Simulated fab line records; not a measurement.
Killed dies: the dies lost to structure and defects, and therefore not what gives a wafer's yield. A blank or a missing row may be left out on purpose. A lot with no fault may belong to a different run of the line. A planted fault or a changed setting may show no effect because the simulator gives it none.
Chamber matching || flow n5 finfet || 4 sister chambers for N5_BEOL_M0_ALD_136 on ald metal-02
The step deposits TaN, pulse time 2 s, purge time 3 s, co reactant purge time 2 s. 30 wafers are shown with their chamber, then 12 later ones without.

## WAFERS PAIRED WITH THEIR CHAMBERS
{"wafer": "L074.2", "chamber": 2, "heater power w (W)": 376}
{"wafer": "L074.3", "chamber": 1, "heater power w (W)": 417}
{"wafer": "L074.6", "chamber": 0, "heater power w (W)": 513}
{"wafer": "L075.1", "chamber": 0, "heater power w (W)": 512}
{"wafer": "L075.2", "chamber": 3, "heater power w (W)": 407}
{"wafer": "L075.5", "chamber": 2, "heater power w (W)": 372}
{"wafer": "L077.1", "chamber": 3, "heater power w (W)": 407}
{"wafer": "L077.5", "chamber": 0, "heater power w (W)": 522}
{"wafer": "L077.6", "chamber": 1, "heater power w (W)": 421}
{"wafer": "L078.1", "chamber": 0, "heater power w (W)": 521}
{"wafer": "L078.3", "chamber": 3, "heater power w (W)": 398}
{"wafer": "L078.6", "chamber": 2, "heater power w (W)": 360}
{"wafer": "L083.3", "chamber": 0, "heater power w (W)": 526}
{"wafer": "L083.5", "chamber": 2, "heater power w (W)": 380}
{"wafer": "L083.6", "chamber": 3, "heater power w (W)": 402}
{"wafer": "L084.2", "chamber": 3, "heater power w (W)": 392}
{"wafer": "L084.4", "chamber": 0, "heater power w (W)": 515}
{"wafer": "L084.6", "chamber": 0, "heater power w (W)": 509}
{"wafer": "L087.1", "chamber": 2, "heater power w (W)": 365}
{"wafer": "L087.2", "chamber": 1, "heater power w (W)": 392}
{"wafer": "L087.3", "chamber": 3, "heater power w (W)": 399}
{"wafer": "L086.3", "chamber": 0, "heater power w (W)": 525}
{"wafer": "L086.4", "chamber": 2, "heater power w (W)": 380}
{"wafer": "L086.6", "chamber": 2, "heater power w (W)": 368}
{"wafer": "L089.1", "chamber": 1, "heater power w (W)": 418}
{"wafer": "L089.2", "chamber": 0, "heater power w (W)": 516}
{"wafer": "L089.3", "chamber": 3, "heater power w (W)": 387}
{"wafer": "L090.3", "chamber": 0, "heater power w (W)": 528}
{"wafer": "L090.4", "chamber": 3, "heater power w (W)": 407}
{"wafer": "L090.6", "chamber": 2, "heater power w (W)": 382}

SIGNATURES (means of the wafers above)
{"reading": "heater power w", "chamber 0": 518.70, "chamber 1": 412.00, "chamber 2": 372.88, "chamber 3": 399.88, "scatter within a chamber": 8.24}
Rule: for a wafer and a chamber, the distance is found by dividing, reading by reading, the gap between the wafer's reading and the chamber's mean by the reading's scatter, squaring, summing and taking the root. If the next closest chamber is less than 2 further off than the closest, the wafer can't be placed; otherwise it belongs to the closest. The scatter: take each reading less its chamber's mean, square it, sum over the shown wafers, divide by the number of wafers less the number of chambers, and take the root.

## WAFERS WITH NO CHAMBER GIVEN
{"wafer": "L093.1", "heater power w (W)": 372}
{"wafer": "L093.5", "heater power w (W)": 515}
{"wafer": "L093.6", "heater power w (W)": 412}
{"wafer": "L091.2", "heater power w (W)": 410}
{"wafer": "L091.4", "heater power w (W)": 404}
{"wafer": "L091.6", "heater power w (W)": 373}
{"wafer": "L094.2", "heater power w (W)": 372}
{"wafer": "L094.3", "heater power w (W)": 519}
{"wafer": "L094.6", "heater power w (W)": 370}
{"wafer": "L092.4", "heater power w (W)": 363}
{"wafer": "L092.5", "heater power w (W)": 392}
{"wafer": "L092.6", "heater power w (W)": 509}

## EACH ONE'S CHAMBER
{"wafer": "L093.1", "from the rows above": 2, "in truth": 2}
{"wafer": "L093.5", "from the rows above": 0, "in truth": 0}
{"wafer": "L093.6", "from the rows above": "can't be placed: 1 or 3", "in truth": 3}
{"wafer": "L091.2", "from the rows above": "can't be placed: 1 or 3", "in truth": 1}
{"wafer": "L091.4", "from the rows above": "can't be placed: 3 or 1", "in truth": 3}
{"wafer": "L091.6", "from the rows above": 2, "in truth": 2}
{"wafer": "L094.2", "from the rows above": 2, "in truth": 2}
{"wafer": "L094.3", "from the rows above": 0, "in truth": 0}
{"wafer": "L094.6", "from the rows above": 2, "in truth": 2}
{"wafer": "L092.4", "from the rows above": 2, "in truth": 2}
{"wafer": "L092.5", "from the rows above": "can't be placed: 3 or 2 or 1", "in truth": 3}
{"wafer": "L092.6", "from the rows above": 0, "in truth": 0}
Placed correctly: 8 of 12. From these rows, 4 cannot be placed; in 4 the true chamber is one of the candidates. Placed wrongly: 0.
